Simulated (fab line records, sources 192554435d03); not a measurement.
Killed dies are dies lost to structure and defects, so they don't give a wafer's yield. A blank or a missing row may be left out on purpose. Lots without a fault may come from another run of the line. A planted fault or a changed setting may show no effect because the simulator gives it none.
Problem report in the 8D (eight disciplines) form, filled by code | flow n5_finfet | the parts of the form that need people (team, actions taken, sign-off) are left out

1. THE PROBLEM
spin_speed_rpm at N5_SDB_COAT_03 reads a mean of 1763.0 rpm on 6 wafers of 2 lots; wafers without a fault read 1500.0 rpm with a standard deviation of 0.97. That is +99 or more standard deviations from the usual mean.
The step: time 60 s, resist thk 100 nm.
First seen on wafer L244.1, day 8 00:01, on litho_track-01. The record holds 27 wafers of 9 lots with a number at this step. Rule for "out", or "out of limits": more than 4 standard deviations from the usual mean. The other wafers with a number count as sound.

2. WHAT IT IS AND WHAT IT IS NOT
question                    | is                     | is not
which readings at this step | spin_speed_rpm         | chill_plate_temp_C
which lots                  | L244, L246             | L230, L231, L235, L236, L248, L249, L250
which wafers of those lots  | all that have a number | -
read on which tools         | litho_track-01         | litho_track-03, litho_track-04
when                        | from day 8 00:01       | up to then (12 sound wafers); but 9 sound wafers of L248, L249, L250 came after

3. SUSPECTS, AND WHAT RULES EACH OUT
Counting: a tool at a process step up to the reading stays a suspect if it ran every lot that is out and no sound lot after the first of them.
- rtp_anneal-01 at N5_SD_ACTIVATION_RTA_00 (time 0 s): ruled out as a lasting fault. Sound lots L249, L250 ran on it after its first lot that is out, L244 (day 7 16:54).
- litho_track-01 at N5_SDB_COAT_03 (time 60 s, resist thk 100 nm): kept. It ran every lot that is out, first L244 (day 8 00:01), and no sound lot after that; its last sound lot up to then is L235 (day 5 18:57). Its own readings are out on those wafers: spin_speed_rpm.
Left after counting: litho_track-01 at N5_SDB_COAT_03.

4. THE CAUSE (what the simulator had put in)
Process parameter drift: litho_track-01, from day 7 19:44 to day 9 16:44, at N5_SDB_COAT_03. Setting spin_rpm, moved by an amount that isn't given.
Counting left only this tool.

5. THE CHAIN OF EFFECTS, in route order
Each row: a reading whose mean over the struck wafers that have a number lies more than 3 standard deviations from the usual. Only readings for which the record gives a usual standard deviation are gone through. hours: the time from each lot's start at the first step in this table that gives one to its start at this step, as a median over the lots. sigmas: the change in usual standard deviations.
hours | step            | reading                  | usual      | on struck wafers | change | sigmas
0     | N5_SDB_COAT_03  | spin_speed_rpm           | 1500.0 rpm | 1763.0           | +263.0 | +99 or more
1     | N5_SDB_STRIP_22 | strip_time_to_endpoint_s | 96.4 s     | 89.0             | -7.4   | -23
The process steps in it:
- N5_SDB_COAT_03: time 60 s, resist thk 100 nm.
- N5_SDB_STRIP_22: strips in N2/H2.
Later measuring or inspecting steps at which every struck wafer that the step has a row for has a number for every such reading, and none has moved that far: N5_SDB_INSPECT_13, N5_BEOL_M4_RC_MEAS_101.

6. WHAT WOULD HAVE CAUGHT IT SOONER
In this record the first reading out of limits was taken at day 8 00:01, 4 hours after the fault began at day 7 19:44.
